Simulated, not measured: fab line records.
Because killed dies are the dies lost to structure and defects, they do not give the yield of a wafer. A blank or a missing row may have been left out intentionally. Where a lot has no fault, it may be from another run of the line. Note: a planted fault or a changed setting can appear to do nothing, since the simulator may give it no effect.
fab line records	flow n5_finfet
record: lots: 3	wafers: 9	last_day: 17
route steps=1938 shown BEOL_M7@1314 BEOL_M8@1332 PASSIVATION@1936
lots with no fault: from the same line, run without faults
start_h: the number of hours between the record's first day and the start of the first shown wafer of the lot	wait_h: time in hours since the lot's previous step	" as in the row above	L1.1+2: one row covering several wafers at once	- no value, or no start given	* or withheld: withheld	< > ~ a bound
route shown NAME@n: a module of which the file shows steps, and the number in the route of the first	usual: the fault-free wafers' mean and standard deviation	same: alike in all rows	chamber/n: place in a boat	sites: the reading at each site	_std_site: their standard deviation	_edge_site: mean of outer sites minus mean of inner sites	radius_mm: how far each site lies from the wafer's centre	mask NAME#n: copy n	behind: tool/chamber where the wafer was last shaped	hold: why the lot was held/for how many hours/how that ended	device: transistor that didn't switch, given as n, p or np	end of line: at the end of the route, the tests of the same wafers	for a step that has no rows: nothing shown but its recipe	killed: the dies lost at the first sort to structure and to defects; this is not the yield of the wafer	map: the dies of a wafer, with x for killed, . for not killed, _ for no die there
set.NAME: the setting as run; set.NAME@STEP: as run at that earlier step	model.NAME: the simulator's own value behind a step, which no gauge read
a table for each step, a row for each wafer; lots at some steps of the route
services: when a tool's chamber went out of use (start_h, in hours from the record's first day, below 0 if earlier), for how many hours, and the reason
== steps ==
step: N5_BEOL_M7_PRECLEAN_42
recipe: chemistry: residue_remover	time_s: 60	temp_c: 40
step: N5_BEOL_M7_SRD_43
recipe: time_s: 30	temp_c: 23	rinse_liquid: diw	dry: ipa_marangoni
step: N5_BEOL_M7_CURE_75
recipe: temp_c: 370	time_s: 120	ambient: DMADMS/He	material: SiCOH_lowk
step: N5_BEOL_M7_DEGAS_44
recipe: ambient: vacuum	temp_c: 250	time_s: 60
step: N5_BEOL_M7_PRE_CLEAN_45
recipe: gas: H2/He	time_s: 30	temp_c: 250
step: N5_BEOL_M7_ALD_77
recipe: material: TaN	target_thk_a: 20	temp_c: 275	ald_precursor_family: PDMAT	ald_co_reactant: NH3	pressure_torr: 3	carrier_flow_sccm: 1500	pulse_time_s: 2	purge_time_s: 3	co_reactant_purge_time_s: 2	co_reactant_pulse_time_s: 3	ald_cycles: 40	precursor_vessel_temp_c: 75	precursor_vessel_pressure_torr: 26.25	precursor_vessel_carrier_sccm: 1000
step: N5_BEOL_M7_SURFACE_TREAT_79
recipe: gas: Ar	time_s: *	ion_energy_ev: *	ion_current_ma_cm2: 0.5	pressure_mtorr: *	ar_flow_sccm: 30
step: N5_BEOL_M7_CVD_78
recipe: material: Co	target_thk_a: 20	temp_c: withheld	precursor: CCTBA/H2	pressure_torr: 30	time_s: 142.3
step: N5_BEOL_M7_SPUTTER_48
recipe: material: Cu	target_thk_a: 100	temp_c: -20	bias_v: 60	power_w: 26000	chamber_pressure_pa: 0.13	time_s: 1.667
step: N5_BEOL_M7_ECD_50
recipe: material: Cu	target_thk_a: 3000
step: N5_BEOL_M7_ANNEAL_51
recipe: temp_c: 225	time_s: 90	ambient: N2
step: N5_BEOL_M7_CMP_52
recipe: stop_on: SiCOH_lowk	t_overpolish_s: 6.9	down_force_psi: 1	platen_rpm: 50	clearing_platen_down_force_psi: 1.5	clearing_platen_rpm: 50	post_cmp_clean: cu_alkaline	target_thk_nm: 80	clearing_platen_pad_velocity_m_s: 0.99484	pad_velocity_m_s: 0.99484
usual: barrier_field_endpoint_s: 28.8/0.7	head_pressure_psi: 1.0001/0.0022	motor_current_A: 6.1/0.44	overpolish_run_s: 6.900/0.0094	time_to_endpoint_s: 62.0/2.6
lot.wafer	tool	chamber	start_h	wait_h	barrier_field_endpoint_s	head_pressure_psi	motor_current_A	overpolish_run_s	time_to_endpoint_s
L172.3	cmp-02	3	244.87	0.2	28.8	0.9999	5.5	6.901	61.9
L172.1	"	0	"	"	28.8	1.0007	5.7	6.895	62.3
L172.6	"	2	"	"	29.0	1.0029	6.7	6.923	59.1
L179.4	cmp-02	0	272.97	0.2	29.4	0.9948	6.1	6.897	63.0
L179.3	"	1	"	"	28.8	0.9991	5.9	6.893	61.6
L179.5	"	3	"	"	28.1	1.0005	6.0	6.896	59.1
L188.4	cmp-03	0	333.93	0.1	28.8	1.0038	6.0	6.893	60.2
L188.3	"	2	"	"	28.9	1.0018	5.1	6.897	61.4
L188.2	"	3	"	"	27.9	1.0012	6.2	6.911	56.9
step: N5_BEOL_M7_PRE_CLEAN_55
recipe: gas: NH3	time_s: 15	temp_c: withheld	rf_power_w: 300
step: N5_BEOL_M7_DEP_56
recipe: material: SiCN	target_thk_a: 100	temp_c: withheld	precursor: 3MS/NH3	pressure_torr: 3	rf_w: 202	time_s: 17.5
step: N5_BEOL_M7_INSPECT_58
recipe: inspect_instrument: darkfield	mode: post_dep
usual: raw_defect_count: 67/22
lot.wafer	tool	chamber	start_h	wait_h	raw_defect_count
L172.1	defect_inspect-02	-	245.25	0.0	84
L172.3	"	-	"	"	56
L172.6	"	-	"	"	82
L179.3	defect_inspect-01	-	273.36	0.0	85
L179.4	"	-	"	"	508
L179.5	"	-	"	"	74
L188.2	defect_inspect-01	-	334.38	0.0	40
L188.3	"	-	"	"	58
L188.4	"	-	"	"	52
step: N5_BEOL_M8_ILD_DEP_00
recipe: material: SiCOH_lowk	target_thk_a: 1797.5	temp_c: 300	precursor: DEMS/porogen	pressure_torr: 5	rf_w: 500	time_s: 33.4
step: N5_BEOL_M8_CURE_74
recipe: temp_c: 385	time_s: 240	ambient: He/Ar	material: SiCOH_lowk
step: N5_BEOL_M8_PECVD_70
recipe: material: SiO2	target_thk_a: 200	temp_c: 400	precursor: TEOS/O2	pressure_torr: 5.5	rf_w: 450	teos_flow_sccm: 53.8	gas: O2	flow_sccm: 3000	time_s: 22.7
step: N5_BEOL_M8_HM_DEP_02
recipe: material: TiN	target_thk_a: 200	temp_c: 25	chamber_pressure_pa: 0.49996
step: N5_BEOL_M8_COAT_59
recipe: resist: SOC	temp_c: 250	time_s: 60	spin_rpm: 1500	resist_thk_nm: 100
step: N5_BEOL_M8_COAT_60
recipe: resist: SiARC	temp_c: 220	time_s: 60	spin_rpm: 1500	resist_thk_nm: 35
step: N5_BEOL_M8_COAT_05
recipe: resist: CAR-ArF	spin_rpm: 1500	resist_thk_nm: 90
step: N5_BEOL_M8_EBR_07
recipe: solvent: PGMEA	ebr_width_mm: 1.5
step: N5_BEOL_M8_SOFTBAKE_06
recipe: temp_c: 110	time_s: 60	resist: CAR-ArF
step: N5_BEOL_M8_EXPOSE_08
recipe: mask_id: M8	na: 1.35	source_shape: dipole	sigma_inner: 0.817	sigma_outer: 0.97	polarization: te	dose_mj: 68.25
step: N5_BEOL_M8_PEB_09
recipe: peb_temp_c: withheld	peb_time_s: 60	resist: CAR-ArF
step: N5_BEOL_M8_DEVELOP_10
recipe: develop_time_s: 30	developer: TMAH	resist: CAR-ArF	rinse_liquid: diw	dry: air_spin	dev_temp_c: 23
step: N5_BEOL_M8_INSPECT_13
recipe: mode: adi	inspect_instrument: brightfield
usual: raw_defect_count: 389/90
lot.wafer	tool	chamber	start_h	wait_h	raw_defect_count
L172.1	defect_inspect-01	-	248.21	0.0	360
L172.3	"	-	"	"	332
L172.6	"	-	"	"	457
L179.3	defect_inspect-01	-	276.62	0.0	337
L179.4	"	-	"	"	895
L179.5	"	-	"	"	299
L188.2	defect_inspect-01	-	335.68	0.0	302
L188.3	"	-	"	"	340
L188.4	"	-	"	"	253
step: N5_BEOL_M8_DESCUM_16
recipe: chemistry: O2	time_s: 7.9	source_power_w: 50	bias_power_w: 20	pressure_mtorr: 20	rf_frequency_hz: 2.712e+07	temp_c: 40	resist: CAR-ArF	o2_flow_sccm: 225
step: N5_BEOL_M8_ETCH_61
recipe: chemistry: CF4	target: SiARC	target_depth_a: 455	mask_material: CAR-ArF	time_s: 75.8	ion_energy_ev: 80	pressure_mtorr: 40	source_w: 545	bias_w: 36	Ar_flow_sccm: 100	cf4_flow_sccm: 100	ends: cleared
step: N5_BEOL_M8_ETCH_62
recipe: chemistry: N2/H2	target: SOC	target_depth_a: 1100	overetch_a: 220	mask_material: SiARC	temp_c: 40	time_s: 165	ion_energy_ev: 200	pressure_mtorr: 30	source_w: 840	bias_w: 150	n2_flow_sccm: 200	h2_flow_sccm: 200
step: N5_BEOL_M8_STRIP_68
recipe: chemistry: N2/H2	temp_c: 40	n2_flow_sccm: 200	h2_flow_sccm: 200	rf_frequency_hz: 6e+07
step: N5_BEOL_M8_STRIP_67
recipe: chemistry: CF4	resist: SiARC	power_w: 300	bias_power_w: 75	pressure_mtorr: 50	cf4_flow_sccm: 150	rf_frequency_hz: 6e+07
step: N5_BEOL_M8_HM_OPEN_17
recipe: chemistry: Cl2/BCl3	target_depth_a: 200	overetch_a: 60	target: TiN	mask_material: SOC	ion_energy_ev: 150	pressure_mtorr: 10	icp_w: 1000	bias_w: 126	Cl2_flow_sccm: 53.25	bcl3_flow_sccm: 21.75	Ar_flow_sccm: 25
step: N5_BEOL_M8_STRIP_19
recipe: chemistry: O2	power_w: 400	temp_c: 40	pressure_mtorr: 30	rf_frequency_hz: 6e+07	bias_power_w: 0	overash_fraction: 0.2	o2_flow_sccm: 225
step: N5_BEOL_M8_INSPECT_30
recipe: mode: adi	inspect_instrument: brightfield
usual: raw_defect_count: 389/89
lot.wafer	tool	chamber	start_h	wait_h	raw_defect_count
L172.1	defect_inspect-02	-	254.22	0.1	367
L172.3	"	-	"	"	353
L172.6	"	-	"	"	433
L179.3	defect_inspect-02	-	281.28	0.0	324
L179.4	"	-	"	"	877
L179.5	"	-	"	"	303
L188.2	defect_inspect-02	-	338.09	0.0	321
L188.3	"	-	"	"	364
L188.4	"	-	"	"	244
step: N5_PASSIVATION_PROBE_49
usual: defect_limited_yield: 91.1/1.4	killed_at_M0_to_M3: 32/9.3	killed_at_M4_up: 13/5.8	killed_at_contacts: 12/6.3	killed_at_front_end: 44/12	killed_at_other: 3.6/2.7	killed_dies: 104/17	killed_on_rim: 14/3.9	killed_open: 69/13	killed_short: 34/6.9	sort_bin_5_function: 5.2/0.98	sort_bin_6_memory: 3.3/0.59	sort_n_pass: 1075/17	sort_yield_pct: 91.1/1.4
same: gross_dies: 1180	killed_at_back_side: 0	sort_bin_4_leakage[%]: 0	sort_bin_8_speed[%]: 0
lot.wafer	tool	chamber	start_h	wait_h	defect_limited_yield[%]	killed_at_M0_to_M3	killed_at_M4_up	killed_at_contacts	killed_at_front_end	killed_at_other	killed_dies	killed_on_rim	killed_open	killed_short	sort_bin_5_function[%]	sort_bin_6_memory[%]	sort_n_pass	sort_yield_pct[%]
L179.3	prober-02	-	351.38	0.1	91.9	36	9	6	41	3	95	8	65	30	4.1	3.6	1085	91.9
L179.4	prober-02	-	351.43	0.2	65.0	32	336	10	35	0	413	52	49	29	22.4	10.5	767	65.0
L179.5	prober-02	-	351.48	0.2	92.3	27	9	13	38	4	91	13	56	34	4.7	2.8	1089	92.3
killed by level:class
L179.3 BEOL_M0_SAQP:geometric_particle:open=15 FIN_SAQP:geometric_particle:open=14 BEOL_M3:geometric_particle:open=9 FIN_SAQP:geometric_particle:short=7 DUMMY_GATE:geometric_particle:open=7 MOL_CONTACT_COAG:geometric_particle:open=6 BEOL_M0_SAQP:geometric_particle:short=6 DUMMY_GATE:geometric_particle:short=3
L179.4 BEOL_M7:unspecified=335 FIN_SAQP:geometric_particle:short=11 MOL_CONTACT_COAG:geometric_particle:open=9 FIN_SAQP:geometric_particle:open=8 BEOL_M0_SAQP:geometric_particle:open=8 BEOL_M3:geometric_particle:open=6 DUMMY_GATE:geometric_particle:open=6 BEOL_M0_SAQP:geometric_particle:short=5
L179.5 MOL_CONTACT_COAG:geometric_particle:open=13 FIN_SAQP:geometric_particle:open=12 FIN_SAQP:geometric_particle:short=9 GATE_CUT:geometric_particle:short=5 BEOL_M1:geometric_particle:short=5 BEOL_M1:geometric_particle:open=4 STARTING-WAFER:geometric_particle:open=4 DUMMY_GATE:geometric_particle:open=3
map L179.4 (x killed, . not)
_________________..x..x...xx.________________
______________.x......x.x.xx...._____________
___________...xxxx...........x..x.x__________
__________...x....xx....x....x...xx._________
________x.xxxx...x....xx..x..x...x..x._______
_______........x..x....x..xx..x.x.xxxxx______
______x........x.xx.....x.x.x..xxx....x._____
_____xx.x.....x....xxx....xx.xx...x.x.x..____
____x.x......x..xx..x.....x......x.x.x...x___
___...x.........xx.....x.x.x....x..xx....x.__
___.........x..x..xx......xxx.xx.x.xxx...xx__
__.x....x...xx.x.....xx.xxx..xxx..x.....xx.x_
__......x....x.x.....x..x.x...xx...x...x.xx._
_.......x...xxxx..xxx.x..xxxx..xx..x..x.x.xx.
_x.x...........x..xx...x.x..xx.....xx..xxx.x.
_...x....xx.....xx..xx..xx...xxx.xxx...x..x.x
_....xx....x...xx....x..xxx...xx.x.xx.x......
_.xxxx...x..xx........x.x.xx...x..x...x...x.x
_...xx..xxxx.xxx.......x...x.xxx..x.xxx.....x
_..xxx...xx....x.x.x......x.x...x............
_..x..............x.xx.x......x.....x.x...xx.
__x.........x.x.x.x.xx....xxxx..........x..._
__.x..x..x.x..xxx...x..x..x..x.x..xx..x....._
___x...xxx...x.xx.....xxx.x.......x.xxx....__
___x..xxx..xxx..x..x...x.x.x..x......x.x.x.__
____.xx..x...xxxx.x.xx....x..xx....x..x..x___
_____...xxx...x..x..x..xxx.x.xx.x.x....x.____
______...x......x.....xxxx.x...xxx.x..x._____
_______....x..xx.xxx.....x.x.xx.x.x..x.______
________x.x...xxx.....xx.x.xx....x..x._______
__________..x.xx..x...x..x.x.......x_________
___________x..x.xx.....x.x..x.xx...__________
______________x...x.x..x...xxx.x_____________
_________________.......x....________________
map L172.1 (x killed, . not)
_________________............________________
______________.x...x......xx...x_____________
___________......x....x.x.........x__________
__________............x.........x..._________
________...........x....x............._______
_______.............x.xx.....xx........______
______x......x............x......x.....x_____
_____.......xx........x....x.......x.....____
____x.............x.x.....................___
___.............x.......x..................__
___..........x.............................__
__.................x.x....x.x.....x.x......._
__.xx.........x.xx...x.....x......x..x......_
_....x.x.....................x............x.x
_.............x..............................
_x........................................x..
_......x....x......x......................x..
_...............xx.................x......x..
_............x.x......x.x....................
_xx....x...........................x..x......
_.......x.x.x..............x..........xx.....
__.....x..............x..............xx....._
__......xx..x........x....................x._
___.x.x..x......x..x.......................__
___........x.x............................x__
____x........x....................xx.....x___
_____...........................x.xx.....____
______............................x....._____
_______...x....................x.......______
________......x....x.x...........x...._______
__________..x.x.x...............x..._________
___________.........xx.x.......x...__________
______________.................._____________
_________________...x........________________
== services ==
tool	chamber	start_h	hours	kind
cmp-03	-	224.37	63.0	repair
cmp-02	-	224.86	4.0	pm
cmp-02	-	228.86	-	consumable_replace:conditioner
cmp-02	-	228.86	-	consumable_replace:pad
cmp-02	-	287.83	1.1	repair
cmp-02	-	297.46	1.7	repair
cmp-02	-	304.38	24.4	pm
== key ==
first_sign: step: N5_BEOL_M7_INSPECT_58	reading: raw_defect_count	direction: up	sigmas: 20	usual: 67	struck: 508
effect: step: N5_BEOL_M8_INSPECT_13	reading: raw_defect_count	direction: up	sigmas: 5.7	usual: 389	struck: 895
effect: step: N5_BEOL_M8_INSPECT_30	reading: raw_defect_count	direction: up	sigmas: 5.5	usual: 389	struck: 877
effect: step: N5_PASSIVATION_PROBE_49	reading: killed_at_M4_up	direction: up	sigmas: 56	usual: 13	struck: 336
more_kills_born_at: N5_BEOL_M7_CMP_52@cmp-02: 335
met_at N5_BEOL_M7_CMP_52
struck_wafers L179.4
onset_between 244.87 272.97
fault: kind: chamber_particle_source	tool: cmp-02	chamber: 0	onset_h: 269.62	steps: N5_BEOL_M7_CMP_52	rate_per_visit_cm2: 0.65476	end_h: 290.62
